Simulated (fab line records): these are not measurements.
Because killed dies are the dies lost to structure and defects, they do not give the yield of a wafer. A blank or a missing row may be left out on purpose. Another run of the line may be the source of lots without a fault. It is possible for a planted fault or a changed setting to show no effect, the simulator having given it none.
fab line records	flow n5_finfet
[record] lots = 14	wafers = 41	last_day = 17
route steps=1938 shown BEOL_M11@1579 BEOL_M12@1617
lots with no fault: from the same line, run without faults
start_h: hours from the record's first day to the start of the lot's first wafer shown	wait_h: hours since the lot's step before	" same as the row above	L1.1+2: a row that stands for several wafers	- no value present, or no start provided	* or withheld: withheld	< > ~ a bound
route shown NAME@n: names a module that has steps shown in the file, with the first one's number in the route	usual: the fault-free wafers' mean and standard deviation	same: alike in all rows	chamber/n: place in a boat	sites: each site's reading	_std_site: their standard deviation	_edge_site: outer sites' mean less inner sites'	radius_mm: for every site, how far away it sits from the centre of the wafer	mask NAME#n: copy n	behind: the tool/chamber that last shaped the wafer	hold: the reason the lot was held/the length of the hold in hours/how it ended	device: which transistor (n, p or np) failed to switch	end of line: the route-end tests of the same wafers	step lacking rows: just its recipe	killed: not the wafer's yield, but the dies lost to structure and defects at the first sort	map: shows each die of a wafer: x if killed, . if not, _ if none is there
set.NAME: setting as actually run; set.NAME@STEP: the setting as run at that earlier step	model.NAME: the simulator's own value behind a step, which no gauge read
route steps across a sampled set of lots; one table per step, one row per wafer
services: when a tool's chamber went out of use (start_h, in hours from the record's first day, below 0 if earlier), for how many hours, and the reason
[[steps]]
[step N5_BEOL_M11_ETCH_41]
[recipe] chemistry = CH3F/O2	target = SiCN	target_depth_a = 426	taper_deg = 2	time_s = 86	ion_energy_ev = 120	mask_material = TiN	pressure_mtorr = 30	source_w = 395	bias_w = 75	Ar_flow_sccm = 150	CH3F_flow_sccm = 30	O2_flow_sccm = 20
[usual] CH3F_flow_sccm = 30.00/0.085	O2_flow_sccm = 20.00/0.061	bias_w = 75.04/0.22	drypump_motor_current_A = 6.0/0.36	oes_product_au = 0.76/0.086	rf_vpp_V = 297.8/1.5	showerhead_plenum_p_Torr = 2.01/0.062	throttle_valve_pct = 16.38/0.27
lot.wafer	tool	chamber	start_h	wait_h	CH3F_flow_sccm	O2_flow_sccm	bias_w	drypump_motor_current_A	oes_product_au	rf_hours_counter_h	rf_vpp_V	showerhead_plenum_p_Torr	throttle_valve_pct
L731.1	rie_diel-03	2	-	-	30.01	19.99	74.63	6.4	0.72	182	298.7	1.99	16.34
L731.3	"	0	"	"	30.00	19.92	75.13	6.1	0.72	175	300.0	2.07	16.17
L731.5	"	3	"	"	30.11	20.05	75.06	6.6	0.86	-	300.0	2.13	16.17
L733.1	rie_diel-03	0	-	-	29.73	20.08	75.13	6.1	0.72	181	298.5	2.06	16.20
L733.3	"	1	"	"	30.03	19.92	74.85	5.7	0.70	191	298.1	1.98	16.62
L733.6	"	2	"	"	30.07	20.06	74.85	6.4	0.72	-	296.5	1.99	16.36
L734.1	rie_diel-02	3	-	-	30.03	19.99	75.24	5.8	0.69	234	296.0	1.96	16.78
L734.6	"	2	"	"	29.89	19.95	75.19	6.0	0.73	-	298.5	2.07	16.51
L737.2	rie_diel-03	0	-	-	29.92	20.00	74.86	6.1	0.73	182	298.6	2.06	16.21
L737.3	"	3	"	"	29.86	20.10	74.96	6.6	0.85	56	299.8	2.12	16.19
L737.5	"	0	"	"	29.93	20.02	74.84	6.1	0.72	-	298.6	2.06	16.19
L735.1	rie_diel-01	1	-	-	30.03	20.00	75.04	5.6	0.91	20	296.2	1.95	15.80
L735.3	"	2	"	"	30.05	20.00	75.08	5.4	0.83	96	297.5	2.01	16.49
L735.6	"	1	"	"	30.15	20.05	75.04	5.6	0.91	-	296.5	1.95	15.83
L736.1	rie_diel-02	0	-	-	30.11	19.90	75.13	6.0	0.94	14	299.1	2.03	15.92
L736.3	"	3	"	"	30.00	20.04	74.81	5.8	0.68	236	296.8	1.96	16.79
L736.5	"	3	"	"	29.91	19.96	74.95	5.7	0.69	-	296.5	1.96	16.79
L741.3	rie_diel-03	3	-	-	30.01	19.89	74.86	6.5	0.84	67	299.2	2.12	16.19
L741.4	"	1	"	"	29.95	20.13	75.23	5.7	0.70	203	297.3	1.97	16.64
L741.6	"	2	"	"	29.92	19.98	74.85	6.4	0.71	-	296.8	1.98	16.37
L742.1	rie_diel-02	1	-	-	30.05	19.96	74.87	5.7	0.68	227	295.7	1.91	16.73
L742.3	"	0	"	"	30.00	20.06	74.56	5.9	0.92	22	297.1	2.02	15.96
L742.4	"	2	"	"	30.06	19.95	75.33	6.0	0.72	214	297.7	2.07	16.53
L746.1	rie_diel-02	0	-	-	29.88	19.88	74.76	5.9	0.92	28	299.1	2.02	15.96
L746.2	"	3	"	"	30.06	19.93	74.95	5.7	0.67	250	295.5	1.95	16.80
L746.5	"	3	"	"	30.02	19.95	75.17	5.7	0.67	-	295.1	1.95	16.83
L749.2	rie_diel-02	2	-	-	29.93	20.13	75.62	6.0	0.70	232	297.4	2.06	16.55
L749.4	"	2	"	"	29.83	20.04	75.20	6.0	0.71	-	299.4	2.06	16.57
L749.5	"	0	"	"	29.99	19.92	75.59	6.0	0.88	-	297.9	2.02	15.99
L748.2	rie_diel-03	0	-	-	30.02	20.11	74.81	6.1	0.69	211	299.2	2.05	16.24
L748.5	"	1	"	"	30.07	20.11	74.86	5.7	0.69	-	297.5	1.97	16.68
L748.6	"	0	"	"	30.09	20.15	75.17	6.1	0.69	-	300.6	2.05	16.24
L751.1	rie_diel-03	2	-	-	29.93	20.02	75.03	6.4	0.70	216	296.3	1.98	16.40
L751.3	"	0	"	"	30.08	20.08	74.62	6.1	0.71	213	298.4	2.05	16.24
L751.4	"	3	"	"	30.05	20.08	75.06	6.6	0.82	86	299.5	2.11	16.22
L750.1	rie_diel-02	2	-	-	30.11	19.96	75.28	6.0	0.70	235	298.1	2.06	16.57
L750.4	"	0	"	"	29.93	19.99	75.42	5.9	0.90	43	298.1	2.02	15.99
L750.6	"	0	"	"	30.01	19.99	75.33	5.9	0.89	-	297.5	2.02	15.98
L752.1	rie_diel-01	0	-	-	29.95	19.90	75.13	5.1	0.69	238	297.7	2.06	16.43
L752.3	"	1	"	"	29.90	19.97	74.82	5.7	0.85	52	298.9	1.94	15.90
L752.4	"	2	"	"	30.14	20.02	74.93	5.4	0.80	125	297.6	2.00	16.57
[step N5_BEOL_M11_SPUTTER_48]
[recipe] material = Cu	target_thk_a = 120	temp_c = -20	bias_v = 60	power_w = 26000	chamber_pressure_pa = 0.13	time_s = 2
[usual] throttle_valve_pct = 30.7/1.3
lot.wafer	tool	chamber	start_h	wait_h	throttle_valve_pct
L731.1	pvd_sputter-03	-	241.32	0.3	30.9
L731.3	"	-	"	"	28.0
L731.5	"	-	"	"	30.7
L733.1	pvd_sputter-02	-	257.14	0.1	31.2
L733.3	"	-	"	"	30.9
L733.6	"	-	"	"	32.7
L734.1	pvd_sputter-01	-	260.16	0.1	30.9
L734.6	"	-	"	"	30.1
L737.2	pvd_sputter-02	-	260.44	0.1	32.6
L737.3	"	-	"	"	31.9
L737.5	"	-	"	"	32.6
L735.1	pvd_sputter-02	-	266.70	0.1	32.8
L735.3	"	-	"	"	31.8
L735.6	"	-	"	"	32.8
L736.1	pvd_sputter-01	-	269.55	0.1	30.9
L736.3	"	-	"	"	27.8
L736.5	"	-	"	"	30.7
L741.3	pvd_sputter-02	-	295.54	0.1	32.6
L741.4	"	-	"	"	31.8
L741.6	"	-	"	"	32.6
L742.1	pvd_sputter-02	-	299.96	0.2	31.8
L742.3	"	-	"	"	31.1
L742.4	"	-	"	"	30.7
L746.1	pvd_sputter-03	-	315.20	0.1	31.1
L746.2	"	-	"	"	31.1
L746.5	"	-	"	"	30.8
L749.2	pvd_sputter-02	-	346.03	0.1	32.7
L749.4	"	-	"	"	31.8
L749.5	"	-	"	"	30.9
L748.2	pvd_sputter-03	-	346.55	0.1	30.7
L748.5	"	-	"	"	30.9
L748.6	"	-	"	"	27.9
L751.1	pvd_sputter-02	-	355.12	1.4	30.9
L751.3	"	-	"	"	32.9
L751.4	"	-	"	"	31.8
L750.1	pvd_sputter-03	-	357.40	0.1	30.8
L750.4	"	-	"	"	31.2
L750.6	"	-	"	"	31.1
L752.1	pvd_sputter-01	-	360.68	0.1	30.3
L752.3	"	-	"	"	30.6
L752.4	"	-	"	"	27.9
[step N5_BEOL_M12_VIA_ETCH_16]
[recipe] chemistry = C4F8/O2/Ar	target = SiOC	pressure_mtorr = 30	source_w = 3000	bias_w = 700	Ar_flow_sccm = 400	C4F8_flow_sccm = 15	O2_flow_sccm = 8	he_inner_torr = 15	he_outer_torr = 30	target_depth_a = 7248	time_s = withheld	ion_energy_ev = 250	ends = cleared
[usual] C4F8_flow_sccm = 15.00/0.04	O2_flow_sccm = 8.002/0.023	bias_w = 699.8/2.2	drypump_motor_current_A = 5.7/0.56	oes_product_au = 0.74/0.077	rf_vpp_V = 666/3.1	showerhead_plenum_p_Torr = 3.44/0.12	throttle_valve_pct = 24.22/0.29
lot.wafer	tool	chamber	start_h	wait_h	C4F8_flow_sccm	O2_flow_sccm	bias_w	drypump_motor_current_A	oes_product_au	rf_vpp_V	showerhead_plenum_p_Torr	throttle_valve_pct
L731.1	rie_diel-05	0	243.30	0.0	15.01	7.993	698.6	4.8	0.87	671	3.66	24.30
L731.3	"	1	"	"	15.00	8.007	696.7	5.3	0.82	671	3.60	24.22
L731.5	"	1	"	"	14.97	8.022	697.1	5.3	0.81	671	3.60	24.20
L733.1	rie_diel-06	1	259.36	0.0	15.04	8.018	696.8	4.8	0.62	664	3.35	24.27
L733.3	"	0	"	"	14.97	7.986	701.1	6.2	0.85	665	3.34	24.18
L733.6	"	0	"	"	14.99	7.935	702.3	6.3	0.86	664	3.34	24.19
L734.1	rie_diel-04	1	261.94	0.0	14.95	7.966	696.0	5.9	0.85	667	3.51	24.53
L734.6	"	2	"	"	14.96	8.018	698.9	5.7	0.82	664	3.30	23.91
L737.2	rie_diel-06	3	262.06	0.0	-	-	-	-	-	-	-	-
L737.3	"	0	"	"	-	-	-	-	-	-	-	-
L737.5	"	3	"	"	-	-	-	-	-	-	-	-
L735.1	rie_diel-04	1	270.06	0.0	-	-	-	-	-	-	-	-
L735.3	"	0	"	"	-	-	-	-	-	-	-	-
L735.6	"	1	"	"	-	-	-	-	-	-	-	-
L736.1	rie_diel-04	0	271.81	0.0	15.02	8.000	706.0	6.7	0.64	667	3.51	24.22
L736.3	"	2	"	"	15.01	8.027	697.9	5.6	0.82	664	3.30	23.91
L736.5	"	2	"	"	15.03	7.998	697.3	5.7	0.81	664	3.30	23.92
L741.3	rie_diel-06	1	297.71	0.0	14.97	8.018	699.4	4.8	0.61	664	3.34	24.27
L741.4	"	0	"	"	14.98	7.998	703.0	6.2	0.81	663	3.33	24.20
L741.6	"	2	"	"	14.89	8.013	699.8	5.1	0.69	670	3.60	24.17
L742.1	rie_diel-06	3	301.72	0.0	15.06	8.006	698.0	5.9	0.69	667	3.41	24.15
L742.3	"	0	"	"	15.00	8.017	698.1	6.3	0.80	664	3.33	24.20
L742.4	"	0	"	"	14.94	8.008	697.1	6.3	0.81	663	3.33	24.19
L746.1	rie_diel-05	2	317.76	0.1	15.07	8.013	699.4	5.3	0.72	667	3.39	23.68
L746.2	"	1	"	"	14.94	7.964	701.9	5.3	0.77	671	3.58	24.26
L746.5	"	2	"	"	15.11	7.976	701.6	5.3	0.72	666	3.39	23.67
L749.2	rie_diel-06	1	347.75	0.0	14.91	7.973	701.5	4.8	0.83	664	3.34	24.03
L749.4	"	3	"	"	14.97	8.011	698.5	5.9	0.66	666	3.39	24.16
L749.5	"	2	"	"	14.89	8.011	699.0	5.1	0.67	668	3.59	24.21
L748.2	rie_diel-06	3	348.17	0.0	15.01	7.998	694.8	5.9	0.67	666	3.39	24.18
L748.5	"	2	"	"	15.02	7.975	699.1	5.1	0.67	670	3.59	24.20
L748.6	"	3	"	"	15.04	8.026	697.6	5.9	0.67	665	3.39	24.17
L751.1	rie_diel-04	2	356.99	0.0	15.00	8.011	697.8	5.7	0.77	663	3.28	23.96
L751.3	"	3	"	"	14.97	8.000	696.1	6.2	0.64	662	3.30	24.75
L751.4	"	1	"	"	15.03	8.015	702.0	5.9	0.77	667	3.49	24.59
L750.1	rie_diel-04	0	359.14	0.0	14.98	8.026	701.6	6.7	0.62	667	3.50	24.25
L750.4	"	3	"	"	15.08	8.040	699.8	6.2	0.64	662	3.30	24.74
L750.6	"	0	"	"	15.01	8.015	702.5	6.7	0.61	668	3.50	24.25
L752.1	rie_diel-04	1	362.42	0.0	14.96	7.980	702.0	5.8	0.77	668	3.48	24.60
L752.3	"	2	"	"	14.99	7.973	701.2	5.7	0.76	665	3.28	23.97
L752.4	"	2	"	"	15.03	7.985	699.3	5.7	0.76	663	3.28	23.96
[step N5_BEOL_M12_STRIP_63]
[recipe] chemistry = N2/H2	power_w = 1000	temp_c = 250	h2_frac = 0.65	overash_fraction = 0.3	pressure_mtorr = 1000	n2_flow_sccm = 1750	h2_flow_sccm = 3250
[usual] drypump_motor_current_A = 5.67/0.052	heater_power_w = 341/22	oes_product_au = 0.693/0.0048	strip_time_to_endpoint_s = 42.7/1.1
lot.wafer	tool	chamber	start_h	wait_h	drypump_motor_current_A	heater_power_w	oes_product_au	rf_hours_counter_h	strip_time_to_endpoint_s
L731.1	plasma_asher-01	1	243.50	-	5.67	330	0.689	130	40.3
L731.3	"	1	"	"	5.62	324	0.690	-	42.5
L731.5	"	1	"	"	5.64	331	0.697	-	41.3
L733.1	plasma_asher-02	0	259.56	-	5.72	366	0.686	62	43.9
L733.3	"	0	"	"	5.71	356	0.687	-	42.9
L733.6	"	0	"	"	5.68	353	0.689	-	41.9
L734.1	plasma_asher-02	1	262.14	-	5.72	365	0.696	63	42.2
L734.6	"	1	"	"	5.73	367	0.690	-	43.1
L737.2	plasma_asher-02	1	262.32	-	5.72	367	0.852	63	93.3
L737.3	"	0	"	"	5.72	366	0.856	-	92.7
L737.5	"	1	"	"	5.72	366	0.849	-	93.2
L735.1	plasma_asher-02	1	270.26	-	5.70	370	0.862	65	91.7
L735.3	"	1	"	"	5.72	367	0.868	-	93.2
L735.6	"	1	"	"	5.73	356	0.863	-	91.7
L736.1	plasma_asher-01	1	272.01	-	5.62	326	0.691	139	42.9
L736.3	"	0	"	"	5.63	318	0.686	-	43.7
L736.5	"	1	"	"	5.61	332	0.692	-	43.0
L741.3	plasma_asher-01	1	297.93	-	5.58	325	0.689	-	42.1
L741.4	"	0	"	"	5.62	315	0.691	-	41.3
L741.6	"	0	"	"	5.61	326	0.691	-	41.3
L742.1	plasma_asher-01	0	301.93	-	5.61	314	0.701	143	41.9
L742.3	"	0	"	"	5.63	312	0.691	-	42.7
L742.4	"	1	"	"	5.63	332	0.694	-	42.9
L746.1	plasma_asher-02	1	318.05	-	5.73	375	0.692	75	42.6
L746.2	"	0	"	"	5.74	359	0.704	75	43.3
L746.5	"	1	"	"	5.71	366	0.693	-	43.4
L749.2	plasma_asher-01	1	347.95	-	5.62	330	0.697	153	42.4
L749.4	"	0	"	"	5.65	313	0.691	-	42.9
L749.5	"	0	"	"	5.66	317	0.685	-	43.1
L748.2	plasma_asher-01	1	348.37	-	5.63	334	0.693	153	42.6
L748.5	"	1	"	"	5.65	320	0.694	-	40.9
L748.6	"	0	"	"	5.61	314	0.690	-	41.9
L751.1	plasma_asher-01	0	357.19	-	5.65	316	0.694	154	43.0
L751.3	"	1	"	"	5.61	332	0.692	-	43.3
L751.4	"	0	"	"	5.64	313	0.692	-	40.9
L750.1	plasma_asher-01	0	359.34	-	5.63	321	0.689	155	45.8
L750.4	"	1	"	"	5.64	330	0.689	-	44.5
L750.6	"	0	"	"	5.61	314	0.691	-	43.2
L752.1	plasma_asher-02	1	362.62	-	5.74	371	0.690	84	42.7
L752.3	"	1	"	"	5.76	364	0.694	-	44.4
L752.4	"	0	"	"	5.67	359	0.701	-	42.4
[step N5_BEOL_M12_CD_MEAS_17]
[recipe] target_cd_nm = 140	polarity = opening
[usual] cd_nm = 138.2/2
lot.wafer	tool	chamber	start_h	wait_h	cd_nm
L731.1	cd_sem-02	-	243.71	0.0	140.2
L731.3	"	-	"	"	137.5
L731.5	"	-	"	"	139.7
L733.1	cd_sem-01	-	259.77	0.0	138.5
L733.3	"	-	"	"	140.9
L733.6	"	-	"	"	140.0
L734.1	cd_sem-03	-	262.35	0.0	138.6
L734.6	"	-	"	"	140.9
L737.2	cd_sem-01	-	262.58	0.0	-
L737.3	"	-	"	"	-
L737.5	"	-	"	"	-
L735.1	cd_sem-02	-	270.47	0.0	-
L735.3	"	-	"	"	-
L735.6	"	-	"	"	-
L736.1	cd_sem-01	-	272.22	0.0	136.3
L736.3	"	-	"	"	138.4
L736.5	"	-	"	"	140.1
L741.3	cd_sem-01	-	298.16	0.0	139.1
L741.4	"	-	"	"	140.2
L741.6	"	-	"	"	135.9
L742.1	cd_sem-03	-	302.14	0.0	140.7
L742.3	"	-	"	"	141.7
L742.4	"	-	"	"	142.6
L746.1	cd_sem-02	-	318.26	0.0	134.9
L746.2	"	-	"	"	142.6
L746.5	"	-	"	"	139.3
L749.2	cd_sem-02	-	348.16	0.0	140.6
L749.4	"	-	"	"	137.6
L749.5	"	-	"	"	137.8
L748.2	cd_sem-03	-	348.58	0.0	136.2
L748.5	"	-	"	"	134.2
L748.6	"	-	"	"	135.4
L751.1	cd_sem-03	-	357.40	0.0	139.0
L751.3	"	-	"	"	141.1
L751.4	"	-	"	"	137.5
L750.1	cd_sem-03	-	359.55	0.0	136.7
L750.4	"	-	"	"	140.8
L750.6	"	-	"	"	135.8
L752.1	cd_sem-01	-	362.83	0.0	138.2
L752.3	"	-	"	"	139.2
L752.4	"	-	"	"	138.6
[step N5_BEOL_M12_OVL_MEAS_29]
[recipe] points_per_wafer = 44
[usual] M12_OVL = -1/6.5
lot.wafer	tool	chamber	start_h	wait_h	M12_OVL[nm]
L731.1	overlay-02	0	244.06	0.0	-6
L731.3	"	0	"	"	-7
L731.5	"	0	"	"	-2
L733.1	overlay-01	0	260.12	0.0	10
L733.3	"	0	"	"	3
L733.6	"	0	"	"	9
L734.1	overlay-01	0	262.83	0.0	-14
L734.6	"	0	"	"	-13
L736.1	overlay-02	0	272.72	0.0	6
L736.3	"	0	"	"	-3
L736.5	"	0	"	"	6
L741.3	overlay-01	0	298.54	0.0	-3
L741.4	"	0	"	"	-5
L741.6	"	0	"	"	-3
L742.1	overlay-01	0	302.62	0.0	-4
L742.3	"	0	"	"	-9
L742.4	"	0	"	"	-1
L746.1	overlay-02	0	318.74	0.0	3
L746.2	"	0	"	"	-4
L746.5	"	0	"	"	-4
L749.2	overlay-01	0	348.52	0.0	4
L749.4	"	0	"	"	2
L749.5	"	0	"	"	-1
L748.2	overlay-02	0	348.94	0.0	5
L748.5	"	0	"	"	7
L748.6	"	0	"	"	4
L751.1	overlay-01	0	357.88	0.0	2
L751.3	"	0	"	"	7
L751.4	"	0	"	"	10
L750.1	overlay-01	0	360.03	0.0	-7
L750.4	"	0	"	"	-13
L750.6	"	0	"	"	-13
L752.1	overlay-01	0	363.19	0.0	-8
L752.3	"	0	"	"	-6
L752.4	"	0	"	"	-4
[[services]]
tool	chamber	start_h	hours	kind
rie_diel-04	1	214.39	-	clean
rie_diel-04	1	214.39	-	consumable_replace:focus_ring
rie_diel-04	1	214.39	16.8	scheduled_down
rie_diel-04	1	214.39	16.8	vent_cycle
rie_diel-03	0	216.61	2.9	repair
rie_diel-04	1	235.62	8.8	repair
plasma_asher-02	-	237.20	17.1	pm
rie_diel-05	3	239.05	115.1	repair
plasma_asher-01	-	254.64	2.8	pm
rie_diel-03	-	283.25	0.1	repair
rie_diel-03	1	299.40	1.6	repair
rie_diel-06	1	300.87	-	clean
rie_diel-06	1	300.87	-	consumable_replace:focus_ring
rie_diel-06	1	300.87	19.6	scheduled_down
rie_diel-06	1	300.87	19.6	vent_cycle
rie_diel-02	1	311.81	7.9	repair
rie_diel-02	3	314.33	6.4	repair
pvd_sputter-02	-	321.23	1.2	repair
pvd_sputter-01	-	330.79	2.4	repair
plasma_asher-01	-	333.34	2.2	repair
rie_diel-06	0	336.10	14.8	repair
rie_diel-01	2	344.05	3.6	repair
rie_diel-05	0	345.00	5.6	repair
rie_diel-02	3	358.48	9.0	repair
[[key]]
[first_sign] step = N5_BEOL_M12_VIA_ETCH_16	reading = tool_record	direction = missing
[effect] step = N5_BEOL_M12_STRIP_63	reading = strip_time_to_endpoint_s	direction = up	sigmas = 46	usual = *	struck = *
[effect] step = N5_BEOL_M12_CD_MEAS_17	reading = cd_nm	direction = missing
met_at N5_BEOL_M12_VIA_ETCH_16
struck_lots L735,L737
later_rows_left_out L735.1,L735.3,L735.6,L737.2,L737.3,L737.5
sort_left_out L735.1,L735.3,L735.6,L737.2,L737.3,L737.5
not_acting_at N5_BEOL_M11_ETCH_41,N5_BEOL_M11_SPUTTER_48,N5_BEOL_M12_OVL_MEAS_29
onset_between 261.94 262.06
[fault] kind = skipped_step_whole	tool = rie_diel-04,rie_diel-06	chamber = -	onset_h = 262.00	steps = N5_BEOL_M12_VIA_ETCH_16	scope = struck_lots_only
// sort_left_out: the simulated sort isn't trusted on such a fault, so these wafers' sort isn't shown, and their yield isn't known
// later_rows_left_out: the simulator's readings of these wafers behind a module that went badly wrong aren't trusted and aren't shown, but for the sort
